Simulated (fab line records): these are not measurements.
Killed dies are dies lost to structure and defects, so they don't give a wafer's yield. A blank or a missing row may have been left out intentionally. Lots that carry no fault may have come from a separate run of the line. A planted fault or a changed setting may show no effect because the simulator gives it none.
Which of the tools did it? | flow nandHarc | 6 lots with 18 wafers sampled at 4 steps, on a route of 1159 steps

WHAT THE GAUGES SHOWED, per wafer
NHARC_THIN_TSV_CD_MEAS_33: the cd target is 5000 nm.
lot  | measured     | on       | cdNm (nm)
L515 | day 19 03:26 | cdSem-02 | 5000.0 5000.4 5002.1
L518 | day 19 11:19 | cdSem-01 | 5001.1 5001.1 5003.6
L517 | day 20 08:04 | cdSem-02 | 5001.0 5001.2 4999.8
L521 | day 20 21:23 | cdSem-02 | 5001.6 5001.6 5003.3
L530 | day 23 02:11 | cdSem-02 | 4997.6 5002.6 4998.2
L532 | day 23 11:01 | cdSem-01 | 5001.3 4997.8 4999.9

TOOL THAT RAN EACH LOT (tool first, then ch and the chambers of the sampled wafers, then the start)
lot  | NHARC_A_M1_ECD_22             | NHARC_THIN_TSV_PVD_19                  | NHARC_THIN_TSV_DEGAS_53
L515 | ecdCu-02 ch 0,1, day 18 02:45 | pvdSputter-01, day 19 02:17 or earlier | pvdSputter-01, day 19 02:17
L518 | ecdCu-01 ch 0,1, day 18 09:27 | pvdSputter-02, day 19 10:18 or earlier | pvdSputter-02, day 19 10:18
L517 | ecdCu-02 ch 0,1, day 19 04:59 | pvdSputter-01, day 20 06:56 or earlier | pvdSputter-02, day 20 06:56
L521 | ecdCu-02 ch 0,1, day 19 19:47 | pvdSputter-02, day 20 20:14 or earlier | pvdSputter-03, day 20 20:14
L530 | ecdCu-02 ch 0,1, day 21 22:26 | pvdSputter-03, day 23 01:10 or earlier | pvdSputter-03, day 23 01:10
L532 | ecdCu-02 ch 0,1, day 22 07:11 | pvdSputter-02, day 23 09:52 or earlier | pvdSputter-02, day 23 09:52
- NHARC_A_M1_ECD_22: material Cu, target thk 400 nm.
- NHARC_THIN_TSV_PVD_19: deposits TaN, target thk 20 nm.
- NHARC_THIN_TSV_DEGAS_53: time 60 s.

THE ANSWER, worked out from the rows above alone
Rule: the lots themselves supply what counts as usual. The widest of any qualifying gaps counts: lots, ordered by their means at a reading, are off when they make up no more than a third of the lots, leave a main group of 4 or more, and stand apart from it by 3 or more times the standard deviation of that group's means. A main group whose means are all the same, to the digits that the tables above print for the reading, isn't used. A lot without any number at a reading at which 4 lots or more have one is off too. Where the step has rows for the other lots, those lots are counted as sound.
None of the lots is off at any reading shown; this tells nothing.

WHAT THE SIMULATOR PUT IN
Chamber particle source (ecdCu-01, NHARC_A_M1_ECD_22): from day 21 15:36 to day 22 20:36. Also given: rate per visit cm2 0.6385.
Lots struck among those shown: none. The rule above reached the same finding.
